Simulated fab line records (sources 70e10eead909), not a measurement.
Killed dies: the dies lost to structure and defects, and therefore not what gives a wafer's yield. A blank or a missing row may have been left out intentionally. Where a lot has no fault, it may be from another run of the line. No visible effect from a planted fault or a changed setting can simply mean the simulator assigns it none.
fab line records + flow nand_harc
record:
- lots: 6
- wafers: 18
- last_day: 32
route steps=1302 shown P_GATE@143
lots that met no fault: from a run of the same line without faults
start_h: hours from the record's opening day to when the first of the lot's shown wafers began + wait_h: time in hours since the lot's previous step + " unchanged from the row above + L1.1+2: a single row standing in for several wafers + - either no value or no given start + * or withheld: withheld + < > ~ a bound
route shown NAME@n: NAME is a module with steps in the file, n the number in the route of the first one + usual: mean and standard deviation over wafers with no fault + same: alike in all rows + chamber/n: place in a boat + sites: readings site by site + _std_site: the standard deviation of these + _edge_site: the outer-site mean with the inner-site mean subtracted + radius_mm: for every site, how far away it sits from the centre of the wafer + mask NAME#n: copy n + behind: the most recent tool/chamber to have shaped the wafer + hold: why the lot was held/for how many hours/how that ended + device: names the non-switching transistor (n, p or np) + end of line: the tests these same wafers got at the end of their route + a step with no rows: only its recipe + killed: the dies lost at the first sort to structure and to defects; this is not the yield of the wafer + map: a wafer's dies, x killed, . not, _ none there
set.NAME: the setting as run; set.NAME@STEP: as run at that earlier step + model.NAME: the simulator's own value behind a step, which no gauge read
a table for each step, a row for each wafer; lots at some steps of the route
services: a tool's chamber out of use, with start hour (start_h, from the record's first day; less than 0 if before it), hours out, and reason
== steps ==
step: NHARC_P_GATE_INSPECT_28
usual:
- raw_defect_count: 6.0/3
| lot.wafer | tool              | chamber | start_h | wait_h | raw_defect_count |
|-----------|-------------------|---------|---------|--------|------------------|
| L741.2    | defect_inspect-02 | -       | 111.96  | 0.0    | 6                |
| L741.5    | "                 | -       | "       | "      | 3                |
| L741.6    | "                 | -       | "       | "      | 5                |
| L750.2    | defect_inspect-02 | -       | 183.72  | 0.0    | 2                |
| L750.4    | "                 | -       | "       | "      | 6                |
| L750.6    | "                 | -       | "       | "      | 4                |
| L753.2    | defect_inspect-01 | -       | 216.22  | 0.0    | 6                |
| L753.3    | "                 | -       | "       | "      | 7                |
| L753.4    | "                 | -       | "       | "      | 4                |
| L755.3    | defect_inspect-02 | -       | 241.59  | 0.0    | 1                |
| L755.5    | "                 | -       | "       | "      | 8                |
| L755.6    | "                 | -       | "       | "      | 9                |
| L759.1    | defect_inspect-01 | -       | 279.12  | 0.0    | 11               |
| L759.3    | "                 | -       | "       | "      | 5                |
| L759.6    | "                 | -       | "       | "      | 15               |
| L761.1    | defect_inspect-01 | -       | 293.44  | 0.0    | 6                |
| L761.2    | "                 | -       | "       | "      | 10               |
| L761.6    | "                 | -       | "       | "      | 8                |
step: NHARC_P_GATE_DESCUM_31
recipe:
- time_s: 3
- o2_flow_sccm: 200
- ar_flow_sccm: 0
- bias_power_w: 0
- chemistry: O2
usual:
- drypump_motor_current_A: 5.7/0.54
- oes_product_au: 0.999/0.0077
- rf_vpp_V: 57.9/0.82
- showerhead_plenum_p_Torr: 1.93/0.078
- throttle_valve_pct: 11.313/0.009
| lot.wafer | tool        | chamber | start_h | wait_h | drypump_motor_current_A | oes_product_au | rf_hours_counter_h | rf_vpp_V | showerhead_plenum_p_Torr | throttle_valve_pct |
|-----------|-------------|---------|---------|--------|-------------------------|----------------|--------------------|----------|--------------------------|--------------------|
| L741.2    | rie_diel-08 | 0       | 112.04  | 0.1    | 6.0                     | 0.992          | 3.0                | 57.7     | 1.79                     | 11.309             |
| L741.6    | "           | 2       | "       | "      | 5.5                     | 0.993          | -                  | 56.2     | 1.80                     | 11.313             |
| L741.5    | "           | 3       | "       | "      | 5.4                     | 1.007          | -                  | 58.8     | 1.95                     | 11.309             |
| L750.2    | rie_diel-11 | 0       | 183.78  | 0.1    | 5.2                     | 1.003          | 4.2                | 59.0     | 1.96                     | 11.329             |
| L750.4    | "           | 1       | "       | "      | 6.7                     | 0.999          | 4.5                | 58.4     | 1.91                     | 11.301             |
| L750.6    | "           | 0       | "       | "      | 5.2                     | 1.003          | -                  | 57.5     | 1.95                     | 11.318             |
| L753.2    | rie_diel-11 | 3       | 216.28  | 0.1    | 6.5                     | 1.001          | 5.6                | 57.9     | 1.96                     | 11.293             |
| L753.4    | "           | 0       | "       | "      | 5.2                     | 1.002          | 6.2                | 57.5     | 1.95                     | 11.303             |
| L753.3    | "           | 2       | "       | "      | 5.8                     | 1.000          | 5.8                | 56.7     | 1.86                     | 11.322             |
| L755.3    | rie_diel-09 | 3       | 241.66  | 0.1    | 5.8                     | 1.003          | 3.7                | 58.2     | 2.00                     | 11.306             |
| L755.6    | "           | 2       | "       | "      | 4.8                     | 0.993          | -                  | 58.4     | 2.02                     | 11.312             |
| L755.5    | "           | 3       | "       | "      | 5.8                     | 1.005          | -                  | 57.9     | 2.00                     | 11.330             |
| L759.1    | rie_diel-09 | 1       | 279.18  | 0.1    | 5.2                     | 1.009          | 4.1                | 58.8     | 2.05                     | 11.325             |
| L759.3    | "           | 2       | "       | "      | 4.8                     | 0.999          | 3.9                | 59.9     | 2.02                     | 11.326             |
| L759.6    | "           | 1       | "       | "      | 5.2                     | 0.999          | -                  | 58.0     | 2.05                     | 11.306             |
| L761.2    | rie_diel-09 | 0       | 293.51  | 0.1    | 5.5                     | 0.997          | 6.2                | 59.4     | 1.96                     | 11.315             |
| L761.1    | "           | 2       | "       | "      | 4.8                     | 0.990          | 5.8                | 57.6     | 2.02                     | 11.307             |
| L761.6    | "           | 3       | "       | "      | 5.8                     | 1.004          | -                  | 58.3     | 2.00                     | 11.318             |
step: NHARC_P_GATE_ETCH_104
recipe:
- target_depth_a: 600
- time_s: withheld
- cf4_flow_sccm: 100
- chf3_flow_sccm: 30
- ar_flow_sccm: 0
- rf_w: 500
- bias_w: 200
- chemistry: CF4/CHF3
usual:
- drypump_motor_current_A: 5.7/0.54
- oes_product_au: 0.943/0.022
- rf_fwd_power_W: 493/3
- rf_vpp_V: 371.1/2.2
- showerhead_plenum_p_Torr: 1.59/0.062
- throttle_valve_pct: 16.803/0.0093
| lot.wafer | tool        | chamber | start_h | wait_h | drypump_motor_current_A | oes_product_au | rf_fwd_power_W | rf_vpp_V | showerhead_plenum_p_Torr | throttle_valve_pct |
|-----------|-------------|---------|---------|--------|-------------------------|----------------|----------------|----------|--------------------------|--------------------|
| L741.2    | rie_diel-08 | 2       | 112.12  | 0.1    | 5.5                     | 0.928          | 494            | 368.3    | 1.48                     | 16.807             |
| L741.5    | "           | 3       | "       | "      | 5.4                     | 0.933          | 487            | 370.3    | 1.60                     | 16.810             |
| L741.6    | "           | 0       | "       | "      | 6.0                     | 0.922          | 495            | 367.1    | 1.48                     | 16.815             |
| L750.4    | rie_diel-11 | 1       | 183.87  | 0.1    | 6.7                     | 0.967          | 494            | 370.1    | 1.57                     | 16.809             |
| L750.2    | "           | 2       | "       | "      | 5.8                     | 0.973          | 490            | 368.9    | 1.54                     | 16.798             |
| L750.6    | "           | 1       | "       | "      | 6.7                     | 0.962          | 493            | 371.3    | 1.57                     | 16.811             |
| L753.3    | rie_diel-11 | 1       | 216.36  | 0.1    | 6.7                     | 0.980          | 495            | 369.0    | 1.57                     | 16.808             |
| L753.4    | "           | 3       | "       | "      | 6.5                     | 0.959          | 487            | 372.6    | 1.61                     | 16.820             |
| L753.2    | "           | 0       | "       | "      | 5.2                     | 0.963          | 492            | 372.1    | 1.61                     | 16.805             |
| L755.3    | rie_diel-09 | 2       | 241.75  | 0.1    | 4.8                     | 0.917          | 497            | 374.1    | 1.65                     | 16.825             |
| L755.5    | "           | 0       | "       | "      | 5.5                     | 0.919          | 497            | 372.6    | 1.61                     | 16.820             |
| L755.6    | "           | 1       | "       | "      | 5.2                     | 0.930          | 492            | 373.4    | 1.68                     | 16.813             |
| L759.1    | rie_diel-09 | 0       | 279.28  | 0.1    | 5.5                     | 0.919          | 496            | 371.3    | 1.61                     | 16.791             |
| L759.3    | "           | 1       | "       | "      | 5.2                     | 0.921          | 493            | 373.2    | 1.68                     | 16.801             |
| L759.6    | "           | 2       | "       | "      | 4.8                     | 0.908          | 496            | 374.2    | 1.65                     | 16.778             |
| L761.2    | rie_diel-09 | 1       | 293.59  | 0.1    | 5.2                     | 0.985          | 494            | 374.7    | 1.68                     | 16.809             |
| L761.1    | "           | 0       | "       | "      | 5.5                     | 0.961          | 497            | 372.1    | 1.61                     | 16.794             |
| L761.6    | "           | 2       | "       | "      | 4.8                     | 0.974          | 496            | 373.1    | 1.65                     | 16.820             |
step: NHARC_P_GATE_HM_OPEN_105
recipe:
- target_depth_a: 3600
- o2_flow_sccm: 400
- cos_flow_sccm: 20
- ar_flow_sccm: 0
- rf_w: 500
- bias_w: 300
- chemistry: O2/COS
usual:
- cos_flow_sccm: 20.00/0.063
- drypump_motor_current_A: 5.7/0.55
- oes_product_au: 1.000/0.0069
- rf_fwd_power_W: 498.4/1.7
- rf_vpp_V: 467.8/2.9
- showerhead_plenum_p_Torr: 3.15/0.13
- throttle_valve_pct: 28.331/0.0095
| lot.wafer | tool        | chamber | start_h | wait_h | cos_flow_sccm | drypump_motor_current_A | oes_product_au | rf_fwd_power_W | rf_hours_counter_h | rf_vpp_V | showerhead_plenum_p_Torr | throttle_valve_pct |
|-----------|-------------|---------|---------|--------|---------------|-------------------------|----------------|----------------|--------------------|----------|--------------------------|--------------------|
| L741.2    | rie_diel-08 | 0       | -       | -      | 19.95         | 6.0                     | 0.998          | 499.1          | 3.0                | 460.8    | 2.94                     | 28.333             |
| L741.5    | "           | 0       | "       | "      | 20.05         | 6.0                     | 0.997          | 498.6          | -                  | 462.9    | 2.94                     | 28.321             |
| L741.6    | "           | 1       | "       | "      | 20.09         | 5.2                     | 0.992          | 498.7          | -                  | 471.6    | 3.32                     | 28.339             |
| L750.4    | rie_diel-11 | 2       | -       | -      | 20.03         | 5.8                     | 1.015          | 497.3          | 4.2                | 465.5    | 3.05                     | 28.323             |
| L750.2    | "           | 3       | "       | "      | 19.94         | 6.5                     | 1.002          | 497.8          | 3.9                | 468.0    | 3.19                     | 28.338             |
| L750.6    | "           | 1       | "       | "      | 20.07         | 6.7                     | 1.014          | 496.6          | -                  | 465.4    | 3.11                     | 28.320             |
| L753.4    | rie_diel-11 | 1       | -       | -      | 20.00         | 6.7                     | 1.000          | 497.6          | 6.4                | 467.2    | 3.11                     | 28.335             |
| L753.3    | "           | 2       | "       | "      | 19.93         | 5.8                     | 1.009          | 497.0          | 5.9                | 465.4    | 3.04                     | 28.329             |
| L753.2    | "           | 0       | "       | "      | 19.95         | 5.2                     | 1.010          | 493.8          | 6.2                | 469.4    | 3.19                     | 28.342             |
| L755.3    | rie_diel-09 | 0       | -       | -      | 19.98         | 5.5                     | 0.995          | 499.4          | 3.7                | 468.6    | 3.19                     | 28.333             |
| L755.5    | "           | 1       | "       | "      | 20.19         | 5.2                     | 1.005          | 497.1          | -                  | 472.8    | 3.34                     | 28.317             |
| L755.6    | "           | 2       | "       | "      | 20.08         | 4.8                     | 0.981          | 498.0          | -                  | 471.2    | 3.28                     | 28.325             |
| L759.1    | rie_diel-09 | 0       | -       | -      | 20.06         | 5.5                     | 1.004          | 500.7          | 4.3                | 468.0    | 3.19                     | 28.320             |
| L759.3    | "           | 1       | "       | "      | 20.14         | 5.2                     | 1.001          | 499.3          | 4.1                | 472.0    | 3.34                     | 28.321             |
| L759.6    | "           | 1       | "       | "      | 20.11         | 5.2                     | 1.012          | 498.6          | -                  | 471.5    | 3.34                     | 28.339             |
| L761.2    | rie_diel-09 | 2       | -       | -      | 20.01         | 4.8                     | 0.992          | 501.6          | 5.9                | 470.2    | 3.28                     | 28.344             |
| L761.1    | "           | 1       | "       | "      | 20.09         | 5.2                     | 0.996          | 499.4          | 6.1                | 472.3    | 3.34                     | 28.332             |
| L761.6    | "           | 3       | "       | "      | 19.97         | 5.8                     | 1.006          | 497.6          | -                  | 471.1    | 3.25                     | 28.325             |
step: NHARC_P_GATE_STRIP_106
recipe:
- o2_flow_sccm: 400
- cos_flow_sccm: 20
- ar_flow_sccm: 0
- bias_w: 0
- chemistry: O2/COS
step: NHARC_P_GATE_ETCH_114
recipe:
- target_depth_a: 300
- overetch_a: 30
- time_s: 16.5
- ion_energy_ev: 100
- cf4_flow_sccm: 80
- o2_flow_sccm: 20
- ar_flow_sccm: 0
- rf_w: 300
- bias_w: 100
- chemistry: CF4/O2
usual:
- drypump_motor_current_A: 5.7/0.54
- oes_ar_750_au: 1.001/0.0046
- oes_product_au: 1.001/0.0071
- rf_fwd_power_W: 294.6/1.7
- rf_vpp_V: 198.1/1.4
- showerhead_plenum_p_Torr: 1.35/0.055
- throttle_valve_pct: 13.398/0.0085
| lot.wafer | tool        | chamber | start_h | wait_h | drypump_motor_current_A | oes_ar_750_au | oes_product_au | rf_fwd_power_W | rf_hours_counter_h | rf_vpp_V | showerhead_plenum_p_Torr | throttle_valve_pct |
|-----------|-------------|---------|---------|--------|-------------------------|---------------|----------------|----------------|--------------------|----------|--------------------------|--------------------|
| L741.2    | rie_diel-08 | 0       | -       | -      | 6.0                     | 1.007         | 0.989          | 295.9          | 3.0                | 195.7    | 1.25                     | 13.410             |
| L741.6    | "           | 3       | "       | "      | 5.4                     | 1.003         | 0.999          | 292.2          | -                  | 199.1    | 1.36                     | 13.399             |
| L741.5    | "           | 0       | "       | "      | 6.0                     | 1.002         | 0.994          | 295.2          | -                  | 195.9    | 1.25                     | 13.403             |
| L750.4    | rie_diel-11 | 2       | -       | -      | 5.8                     | 0.997         | 1.008          | 293.0          | 4.2                | 196.5    | 1.30                     | 13.387             |
| L750.2    | "           | 3       | "       | "      | 6.5                     | 0.998         | 1.003          | 293.9          | 3.9                | 199.1    | 1.37                     | 13.401             |
| L750.6    | "           | 0       | "       | "      | 5.2                     | 1.003         | 1.000          | 294.9          | -                  | 197.3    | 1.36                     | 13.400             |
| L753.2    | rie_diel-11 | 1       | -       | -      | 6.6                     | 0.991         | 0.994          | 294.9          | 6.5                | 197.8    | 1.33                     | 13.401             |
| L753.4    | "           | 2       | "       | "      | 5.8                     | 1.001         | 1.008          | 292.9          | 5.9                | 197.5    | 1.30                     | 13.425             |
| L753.3    | "           | 0       | "       | "      | 5.2                     | 1.001         | 0.996          | 296.1          | 6.2                | 198.2    | 1.36                     | 13.407             |
| L755.3    | rie_diel-09 | 2       | -       | -      | 4.8                     | 1.001         | 0.992          | 292.8          | 3.4                | 198.7    | 1.40                     | 13.396             |
| L755.5    | "           | 0       | "       | "      | 5.5                     | 1.001         | 1.011          | 297.2          | -                  | 199.5    | 1.37                     | 13.394             |
| L755.6    | "           | 1       | "       | "      | 5.2                     | 1.000         | 1.003          | 293.9          | -                  | 199.8    | 1.43                     | 13.398             |
| L759.3    | rie_diel-09 | 0       | -       | -      | 5.5                     | 0.994         | 0.996          | 295.6          | 4.4                | 198.0    | 1.37                     | 13.385             |
| L759.1    | "           | 2       | "       | "      | 4.8                     | 1.004         | 0.986          | 296.8          | 3.9                | 199.2    | 1.40                     | 13.391             |
| L759.6    | "           | 0       | "       | "      | 5.5                     | 1.000         | 0.994          | 296.3          | -                  | 198.6    | 1.37                     | 13.390             |
| L761.2    | rie_diel-09 | 0       | -       | -      | 5.5                     | 1.004         | 1.005          | 297.9          | 6.2                | 198.5    | 1.37                     | 13.397             |
| L761.1    | "           | 1       | "       | "      | 5.2                     | 0.997         | 1.012          | 296.2          | 6.1                | 198.5    | 1.43                     | 13.398             |
| L761.6    | "           | 0       | "       | "      | 5.5                     | 1.010         | 1.015          | 297.4          | -                  | 199.8    | 1.37                     | 13.397             |
step: NHARC_P_GATE_ETCH_32
recipe:
- target_depth_a: 1500
- over_etch_frac: 1
- over_etch_ion_energy_ev: 40
- time_s: 100.1
- hbr_flow_sccm: 150
- cl2_flow_sccm: 50
- rf_w: 400
- icp_w: 400
- bias_w: 100
- chemistry: HBr/Cl2
step: NHARC_P_GATE_STRIP_108
recipe:
- o2_flow_sccm: 500
- ar_flow_sccm: 0
- bias_w: 0
- chemistry: O2
usual:
- drypump_motor_current_A: 5.7/0.52
- oes_product_au: 1.000/0.0081
- rf_vpp_V: 57.8/0.89
- showerhead_plenum_p_Torr: 3.57/0.14
- throttle_valve_pct: 17.036/0.0094
| lot.wafer | tool        | chamber | start_h | wait_h | drypump_motor_current_A | oes_product_au | rf_hours_counter_h | rf_vpp_V | showerhead_plenum_p_Torr | throttle_valve_pct |
|-----------|-------------|---------|---------|--------|-------------------------|----------------|--------------------|----------|--------------------------|--------------------|
| L741.2    | rie_diel-11 | 0       | 112.68  | -      | 5.3                     | 1.017          | 0.3                | 59.9     | 3.60                     | 17.039             |
| L741.6    | "           | 2       | "       | "      | 5.8                     | 1.003          | -                  | 58.5     | 3.44                     | 17.052             |
| L741.5    | "           | 3       | "       | "      | 6.5                     | 1.004          | -                  | 58.8     | 3.61                     | 17.036             |
| L750.2    | rie_diel-09 | 2       | 184.42  | -      | 4.9                     | 0.984          | 1.0                | 57.1     | 3.71                     | 17.042             |
| L750.4    | "           | 3       | "       | "      | 5.8                     | 0.998          | 1.5                | 58.2     | 3.68                     | 17.026             |
| L750.6    | "           | 2       | "       | "      | 4.8                     | 0.989          | -                  | 58.0     | 3.71                     | 17.028             |
| L753.4    | rie_diel-09 | 3       | 216.92  | -      | 5.9                     | 0.991          | 2.7                | 57.5     | 3.68                     | 17.035             |
| L753.2    | "           | 0       | "       | "      | 5.5                     | 0.996          | 2.5                | 57.2     | 3.61                     | 17.043             |
| L753.3    | "           | 1       | "       | "      | 5.2                     | 1.005          | 2.5                | 58.6     | 3.77                     | 17.041             |
| L755.3    | rie_diel-08 | 0       | 242.27  | -      | 6.0                     | 0.987          | 2.8                | 58.5     | 3.32                     | 17.015             |
| L755.6    | "           | 0       | "       | "      | 6.0                     | 0.994          | -                  | 55.8     | 3.32                     | 17.034             |
| L755.5    | "           | 1       | "       | "      | 5.2                     | 0.987          | -                  | 58.3     | 3.74                     | 17.052             |
| L759.3    | rie_diel-09 | 0       | 279.88  | -      | 5.5                     | 0.994          | 4.4                | 57.3     | 3.61                     | 17.036             |
| L759.1    | "           | 1       | "       | "      | 5.2                     | 1.005          | 4.2                | 57.7     | 3.77                     | 17.024             |
| L759.6    | "           | 0       | "       | "      | 5.5                     | 0.998          | -                  | 56.3     | 3.61                     | 17.013             |
| L761.1    | rie_diel-08 | 3       | 294.12  | -      | 5.4                     | 1.003          | 7.9                | 56.3     | 3.58                     | 17.041             |
| L761.2    | "           | 0       | "       | "      | 6.0                     | 0.985          | 6.6                | 59.1     | 3.32                     | 17.060             |
| L761.6    | "           | 3       | "       | "      | 5.4                     | 0.993          | -                  | 57.4     | 3.58                     | 17.024             |
step: NHARC_P_GATE_CD_MEAS_33
usual:
- cd_nm: 120.3/1.7
| lot.wafer | tool      | chamber | start_h | wait_h | cd_nm |
|-----------|-----------|---------|---------|--------|-------|
| L741.2    | cd_sem-02 | -       | 112.83  | -      | 121.1 |
| L741.5    | "         | -       | "       | "      | 122.9 |
| L741.6    | "         | -       | "       | "      | 118.4 |
| L750.2    | cd_sem-03 | -       | 184.58  | -      | 118.9 |
| L750.4    | "         | -       | "       | "      | 122.3 |
| L750.6    | "         | -       | "       | "      | 120.0 |
| L753.2    | cd_sem-01 | -       | 217.08  | -      | 115.7 |
| L753.3    | "         | -       | "       | "      | 118.4 |
| L753.4    | "         | -       | "       | "      | 118.9 |
| L755.3    | cd_sem-03 | -       | 242.45  | -      | 123.2 |
| L755.5    | "         | -       | "       | "      | 120.2 |
| L755.6    | "         | -       | "       | "      | 119.9 |
| L759.1    | cd_sem-01 | -       | 280.07  | 0.1    | 120.3 |
| L759.3    | "         | -       | "       | "      | 117.5 |
| L759.6    | "         | -       | "       | "      | 117.6 |
| L761.1    | cd_sem-02 | -       | 294.30  | -      | 121.4 |
| L761.2    | "         | -       | "       | "      | 122.3 |
| L761.6    | "         | -       | "       | "      | 123.3 |
step: NHARC_P_GATE_STRIP_35
recipe:
- time_s: 600
- temp_c: 130
- chemistry: SPM
step: NHARC_P_GATE_PRECLEAN_73
recipe:
- time_s: *
- temp_c: 50
- bath_age_min: 0
- chemistry: SC1
step: NHARC_P_GATE_SRD_74
step: NHARC_P_GATE_ALD_36
recipe:
- target_thk_a: 200
- pulse_time_s: 60
- ald_cycles: 223
- temp_c: 400
- material: SiNx
usual:
- ald_cycles: 223/0
- heater_power_w: 795/74
- precursor_pulse_height_rel: 1.000/0.018
| lot.wafer | tool       | chamber | start_h | wait_h | ald_cycles | heater_power_w | precursor_pulse_height_rel |
|-----------|------------|---------|---------|--------|------------|----------------|----------------------------|
| L741.2    | ald_sin-04 | 2       | 114.69  | -      | 223        | 1003           | 0.988                      |
| L741.5    | "          | 0       | 117.51  | -      | 223        | 716            | 1.009                      |
| L741.6    | "          | 3       | 120.33  | -      | 223        | 797            | 1.007                      |
| L750.4    | ald_sin-02 | 3       | 186.09  | -      | 304        | 786            | 1.012                      |
| L750.2    | "          | 0       | 187.14  | -      | 304        | 729            | 0.989                      |
| L750.6    | "          | 3       | 190.29  | -      | 304        | 801            | 1.000                      |
| L753.2    | ald_sin-02 | 0       | 217.53  | -      | 304        | 751            | 1.005                      |
| L753.4    | "          | 1       | 218.60  | -      | 304        | 702            | 0.968                      |
| L753.3    | "          | 2       | 219.66  | -      | 304        | 712            | 0.998                      |
| L755.3    | ald_sin-01 | 0       | 242.91  | -      | 223        | 812            | 1.010                      |
| L755.5    | "          | 0       | 247.11  | -      | 223        | 803            | 1.008                      |
| L755.6    | "          | 1       | 248.16  | -      | 223        | 794            | 1.002                      |
| L759.1    | ald_sin-02 | 3       | 280.53  | -      | 223        | 799            | 1.031                      |
| L759.3    | "          | 2       | 283.66  | -      | 223        | 724            | 1.001                      |
| L759.6    | "          | 3       | 284.70  | -      | 223        | 831            | 1.006                      |
| L761.2    | ald_sin-01 | 0       | 294.76  | -      | 223        | 815            | 0.948                      |
| L761.1    | "          | 1       | 295.82  | -      | 223        | 811            | 1.025                      |
| L761.6    | "          | 1       | 300.05  | -      | 223        | 794            | 0.962                      |
step: NHARC_P_GATE_ETCHBACK_37
recipe:
- target_depth_a: 345
- time_s: 17.2
- chf3_flow_sccm: 50
- o2_flow_sccm: 10
- ar_flow_sccm: 200
- rf_w: 500
- bias_w: 200
- chemistry: CHF3/O2
== services ==
| tool        | chamber | start_h | hours | kind   |
|-------------|---------|---------|-------|--------|
| ald_sin-02  | 3       | 97.52   | 2.6   | repair |
| ald_sin-04  | -       | 105.59  | 0.8   | repair |
| ald_sin-04  | 1       | 111.84  | 2.9   | repair |
| ald_sin-02  | -       | 123.52  | 23.9  | repair |
| ald_sin-01  | 0       | 140.91  | 6.8   | repair |
| rie_diel-09 | -       | 143.11  | 9.0   | pm     |
| rie_diel-08 | 0       | 146.46  | 8.0   | repair |
| ald_sin-04  | 1       | 150.36  | 5.5   | repair |
| ald_sin-01  | 3       | 153.67  | 6.4   | repair |
| ald_sin-04  | -       | 153.95  | 39.4  | repair |
| ald_sin-02  | 1       | 154.95  | 7.4   | repair |
| rie_diel-09 | 0       | 186.43  | 3.3   | repair |
| rie_diel-11 | 3       | 189.06  | 3.3   | repair |
| rie_diel-08 | -       | 190.80  | 9.0   | pm     |
| ald_sin-01  | 2       | 203.28  | 20.4  | repair |
| ald_sin-04  | 2       | 236.23  | 7.2   | repair |
| rie_diel-09 | 1       | 236.67  | 3.8   | repair |
| rie_diel-09 | 0       | 255.07  | 1.9   | repair |
| rie_diel-11 | -       | 255.50  | 9.0   | pm     |
| rie_diel-08 | -       | 261.46  | 0.5   | repair |
| rie_diel-11 | 3       | 266.48  | 2.5   | repair |
| rie_diel-09 | 3       | 279.01  | 10.7  | repair |
| rie_diel-11 | 0       | 295.06  | 4.9   | repair |
| ald_sin-02  | -       | 298.54  | 10.0  | pm     |
== key ==
first_sign:
- step: NHARC_P_GATE_ALD_36
- reading: ald_cycles
- direction: up
- sigmas: 99+
- usual: 223
- struck: 304
effect none on later readings
met_at NHARC_P_GATE_ALD_36
struck_wafers L750.2,L750.4,L750.6,L753.2,L753.3,L753.4
tester_left_out L750,L753
fault:
- kind: process_parameter_drift
- tool: ald_sin-02
- chamber: -
- onset_h: 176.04
- steps: NHARC_P_GATE_ALD_36
- channel: ald_cycles
- offset: 81
- shape: step
- end_h: 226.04
- stated: 223
tester_left_out: of these lots the tester's yield and bins aren't shown, on N5 and GAA mostly nor the transistor test; their killed dies are dies lost to structure and defects alone, not to doping, threshold or leakage, so they don't give the yield
